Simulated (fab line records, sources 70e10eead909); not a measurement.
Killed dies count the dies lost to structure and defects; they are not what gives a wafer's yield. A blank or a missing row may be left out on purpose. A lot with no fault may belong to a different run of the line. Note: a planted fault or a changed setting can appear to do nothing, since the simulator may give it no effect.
Code-filled problem report in 8D (eight disciplines) form || flow nand_harc || the parts of the form that need people (team, actions taken, sign-off) are left out

1. WHAT IS WRONG
NHARC_A_STAIRCASE_TRIM_235, run_length_s: mean 292.6 s over 1 wafer from 1 lot; wafers with no fault: 232.6 s, standard deviation 0.41. So: +99 or more standard deviations from the usual mean.
The step: chemistry O2, time 211.2 s.
The first sign was on wafer L559.3 at day 15 19:58, on rie_diel-11. The record has a number at this step for 33 wafers belonging to 11 lots. By rule, "out" or "out of limits" means more than 4 standard deviations away from the usual mean. The other wafers with a number count as sound.

2. WHAT IT IS; WHAT IT IS NOT
{"question": "which readings at this step", "is": "run_length_s", "is not": "drypump_motor_current_A, oes_product_au, rf_vpp_V, showerhead_plenum_p_Torr, throttle_valve_pct"}
{"question": "which lots", "is": "L559", "is not": "L540, L541, L542, L544, L545, L546, L549, L552, L553, L556"}
{"question": "which wafers of those lots", "is": "L559.3", "is not": "L559.2, L559.6"}
{"question": "read on which tools", "is": "rie_diel-11", "is not": "rie_diel-04, rie_diel-12"}
{"question": "when", "is": "from day 15 19:58", "is not": "up to then (32 sound wafers)"}

3. WHAT RULES OUT EACH SUSPECT
Counting: if a tool at a process step up to the reading ran every lot that is out, it stays a suspect. Sound lots after the first of them don't rule it out here, since some wafers of a struck lot are sound.
- rie_diel-04 at NHARC_A_STAIRCASE_TRIM_198 (chemistry O2, time 211.2 s): kept. L559, the lot that is out, went through it at day 15 19:12; up to then, the latest sound lot through it was L552 at day 14 14:46. NHARC_A_STAIRCASE_TRIM_198: start missing for some lots; hours and lot order therefore follow NHARC_A_STAIRCASE_TRIM_229.
- rie_diel-11 at NHARC_A_STAIRCASE_ETCH_227 (etches the open film in C4F8/O2, target depth 100 nm, time 40.5 s): kept. L559, the lot that is out, went through it at day 15 19:12; up to then, the latest sound lot through it was L556 at day 15 07:43. NHARC_A_STAIRCASE_ETCH_227: start missing for some lots; hours and lot order therefore follow NHARC_A_STAIRCASE_TRIM_229.
- rie_diel-11 at NHARC_A_STAIRCASE_TRIM_229 (chemistry O2, time 211.2 s): kept. L559, the lot that is out, went through it at day 15 19:12; up to then, the latest sound lot through it was L552 at day 14 14:46.
- rie_diel-11 at NHARC_A_STAIRCASE_TRIM_235 (chemistry O2, time 211.2 s): kept. L559, the lot that is out, went through it at day 15 19:58; up to then, the latest sound lot through it was L552 at day 14 15:35. Its own run_length_s readings are out on those wafers.
- In rie_diel-04 at NHARC_A_STAIRCASE_TRIM_198, the wafers that are out were processed in chamber 3 and their sound lot-mates in chambers 0, 2.
- In rie_diel-11 at NHARC_A_STAIRCASE_TRIM_229, the wafers that are out were processed in chamber 2 and their sound lot-mates in chambers 0, 3.
- In rie_diel-11 at NHARC_A_STAIRCASE_TRIM_235, the wafers that are out were processed in chamber 0 and their sound lot-mates in chambers 1, 2.
Left after counting: rie_diel-04 at NHARC_A_STAIRCASE_TRIM_198, rie_diel-11 at NHARC_A_STAIRCASE_ETCH_227, rie_diel-11 at NHARC_A_STAIRCASE_TRIM_229, rie_diel-11 at NHARC_A_STAIRCASE_TRIM_235.

4. THE CAUSE (what the simulator had put in)
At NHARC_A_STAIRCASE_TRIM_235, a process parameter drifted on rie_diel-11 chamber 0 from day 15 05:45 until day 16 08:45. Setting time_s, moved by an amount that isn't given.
4 suspects survive the count, and this tool is in that group.

5. THE EFFECT CHAIN, in route order
Each row: a reading where the mean over the struck wafers with a number is more than 3 standard deviations away from the usual. Only readings for which the record gives a usual standard deviation are gone through. hours: the time from each lot's start at the first step in this table that gives one to its start at this step, as a median over the lots. sigmas: the change in usual standard deviations.
{"hours": 0, "step": "NHARC_A_STAIRCASE_TRIM_235", "reading": "run_length_s", "usual": "232.6 s", "on struck wafers": 292.6, "change": "+60.0", "sigmas": "+99 or more"}
It contains these process steps:
- NHARC_A_STAIRCASE_TRIM_235: chemistry O2, time 211.2 s.

6. HOW IT WOULD HAVE BEEN CAUGHT EARLIER
14 hours passed between the start of the fault at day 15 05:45 and the first reading out of limits in this record, taken at day 15 19:58.
